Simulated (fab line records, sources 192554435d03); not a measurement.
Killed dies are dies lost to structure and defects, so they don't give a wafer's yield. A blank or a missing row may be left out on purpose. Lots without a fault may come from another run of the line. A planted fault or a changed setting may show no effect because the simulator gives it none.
Chamber matching | flow n5_finfet | N5_HKMG_FIN_ALD_74 on ald_hk-03: 4 sister chambers
The step deposits La2O3, target thk 0.5 nm, pulse time 6 s, co reactant pulse time 1 s. 22 wafers are shown with their chamber, then 11 later ones without.

WAFERS WITH THEIR CHAMBER
wafer  | chamber | heater_power_w (W) | precursor_pulse_height_rel
L074.1 | 0       | 292                | 0.999
L074.3 | 3       | 384                | 0.949
L074.6 | 2       | 360                | 0.978
L077.3 | 2       | 355                | 1.028
L077.4 | 1       | 374                | 1.001
L077.6 | 3       | 401                | 1.004
L078.1 | 3       | 391                | 1.009
L078.3 | 0       | 291                | 1.016
L078.5 | 3       | 392                | 1.008
L079.1 | 3       | 405                | 0.994
L079.5 | 2       | 360                | 1.019
L079.6 | 3       | 391                | 0.980
L082.2 | 0       | 282                | 1.017
L082.3 | 1       | 372                | 0.990
L082.6 | 2       | 365                | 1.018
L083.1 | 1       | 363                | 1.024
L083.2 | 3       | 386                | 0.967
L083.4 | 2       | 363                | 0.968
L084.1 | 3       | 397                | 1.005
L084.2 | 2       | 358                | 1.005
L084.3 | 0       | 287                | 0.969
L085.2 | 2       | 369                | 1.008

SIGNATURES (means of the wafers above)
reading                    | chamber 0 | chamber 1 | chamber 2 | chamber 3 | scatter within a chamber
heater_power_w             | 288.00    | 369.67    | 361.43    | 393.38    | 5.88
precursor_pulse_height_rel | 1.00025   | 1.00500   | 1.00343   | 0.98950   | 0.0218
Rule: a wafer's distance from a chamber is the root of the sum, over the readings, of the square of ((its reading less the chamber's mean) divided by the reading's scatter). The wafer belongs to the nearest chamber; if the next one is less than 2 further off, it can't be placed. The scatter: the root of (the sum of the squares of (reading less its chamber's mean) over the shown wafers, divided by (wafers less chambers)).

WAFERS WITHOUT THEIR CHAMBER
wafer  | heater_power_w (W) | precursor_pulse_height_rel
L085.3 | 300                | 0.984
L085.4 | 375                | 1.020
L092.1 | 300                | 1.007
L092.4 | 359                | 0.994
L092.6 | 368                | 1.023
L095.1 | 289                | 1.028
L095.2 | 395                | 0.966
L095.4 | 366                | 0.999
L096.2 | 396                | 0.990
L096.4 | 295                | 1.010
L096.5 | 370                | 1.030

WHICH CHAMBER EACH WENT THROUGH
wafer  | from the rows above     | in truth
L085.3 | 0                       | 0
L085.4 | can't be placed: 1 or 2 | 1
L092.1 | 0                       | 0
L092.4 | can't be placed: 2 or 1 | 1
L092.6 | can't be placed: 1 or 2 | 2
L095.1 | 0                       | 0
L095.2 | 3                       | 3
L095.4 | can't be placed: 1 or 2 | 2
L096.2 | 3                       | 3
L096.4 | 0                       | 0
L096.5 | can't be placed: 1 or 2 | 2
Placed correctly: 6 of 11. Can't be placed from these rows: 5 (the true chamber is among the candidates in 5). Placed wrongly: 0.
